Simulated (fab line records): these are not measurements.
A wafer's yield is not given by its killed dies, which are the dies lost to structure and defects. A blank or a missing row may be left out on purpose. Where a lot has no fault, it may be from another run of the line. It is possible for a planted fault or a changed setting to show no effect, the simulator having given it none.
Split-lot study	flow n5_finfet	7 lots, 21 wafers read, on a route of 1938 steps

## ON THE SPLIT
At N5_BEOL_M14_COAT_22 (resist thk 300 nm), the setting spin_rpm was moved away from the recipe's 2888 rpm on 8 of the 21 wafers read, by -3.5% to +9.7%. For the rest of the wafers, this setting stayed at what the recipe calls for.

Reading taken at the split's own step.

## THE READING
coat_of_BEOL_M14_COAT_22.thk_nm (the simulator's own value, which no gauge read), in nm, at N5_BEOL_M14_COAT_22 (resist thk 300 nm). The file gives no usual value for it. Average 300.1 nm, standard deviation 0.9 nm, over the 13 wafers here run with the recipe.

wafer	tool, chamber at the split	spin_rpm as run, rpm	against the recipe	coat_of_BEOL_M14_COAT_22.thk_nm, nm	against lot-mates on the recipe
L074.1	litho_track-02, 0	3063	+6.1%	291.2	-8.8
L074.3	litho_track-02, 0	3063	+6.1%	290.8	-9.2
L074.5	litho_track-02, 0	2888	recipe	300	-
L080.2	litho_track-01, 0	3029	+4.9%	293.2	no lot-mate on the recipe
L080.5	litho_track-01, 0	3029	+4.9%	294	no lot-mate on the recipe
L080.6	litho_track-01, 0	3029	+4.9%	293.8	no lot-mate on the recipe
L083.1	litho_track-01, 0	2786	-3.5%	306	+6.1
L083.2	litho_track-01, 0	2888	recipe	300	-
L083.5	litho_track-01, 0	2888	recipe	299.8	-
L086.3	litho_track-01, 0	3168	+9.7%	287	-14.0
L086.4	litho_track-01, 0	2888	recipe	301	-
L086.6	litho_track-01, 0	3168	+9.7%	286.8	-14.2
L091.1	litho_track-02, 0	2888	recipe	301	-
L091.2	litho_track-02, 0	2888	recipe	300.6	-
L091.5	litho_track-02, 0	2888	recipe	300.6	-
L093.3	litho_track-04, 0	2888	recipe	299.4	-
L093.5	litho_track-04, 0	2888	recipe	297.8	-
L093.6	litho_track-04, 0	2888	recipe	299	-
L097.3	litho_track-01, 0	2888	recipe	301	-
L097.4	litho_track-01, 0	2888	recipe	299.8	-
L097.6	litho_track-01, 0	2888	recipe	300.8	-

THE FIT
A straight line over all 21 wafers: coat_of_BEOL_M14_COAT_22.thk_nm changes by -1.4 nm for each +1% of spin_rpm; r = -0.99; the points scatter about the line by 0.84 nm.
The same after taking each lot's own level away (the mean of its wafers on the recipe; 18 wafers): -1.48 nm for each +1%; r = -1.00; scatter 0.45 nm.
On that fit, the largest move of spin_rpm shifts the reading by 14 nm.
From 298.73 to 301.00 nm: that is the span of the lots' own levels, equal to 2.5 times the standard deviation above.
The two slopes are in agreement: the lot-to-lot level therefore moves the slope only a little.
Check: -14.5 nm against its lot-mates is what the line predicts for one of the wafers moved furthest among these (+9.7%) when that wafer is left out of the fit. It came out at -14 nm against them.

## OTHER SPLITS ON THESE WAFERS
These wafers also went through other splits before the reading. Each is held against what the fit with the lots' levels taken away leaves over:
other split on the same wafers	wafers away from the commonest value	r with coat_of_BEOL_M14_COAT_22.thk_nm (lot level and that fit taken away)
N5_BEOL_M11_EXPOSE_08 dose_mj	7	-0.23
N5_BEOL_M11_TRENCH_ETCH_37 bias_w	7	+0.25
N5_BEOL_M13_COAT_58 spin_rpm	8	+0.27
N5_BEOL_M14_COAT_66 spin_rpm	8	-0.29

## FILE'S OWN FIT
coat_of_BEOL_M14_COAT_22.thk_nm changes by -1.49 nm for each +1% of spin_rpm, r = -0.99.
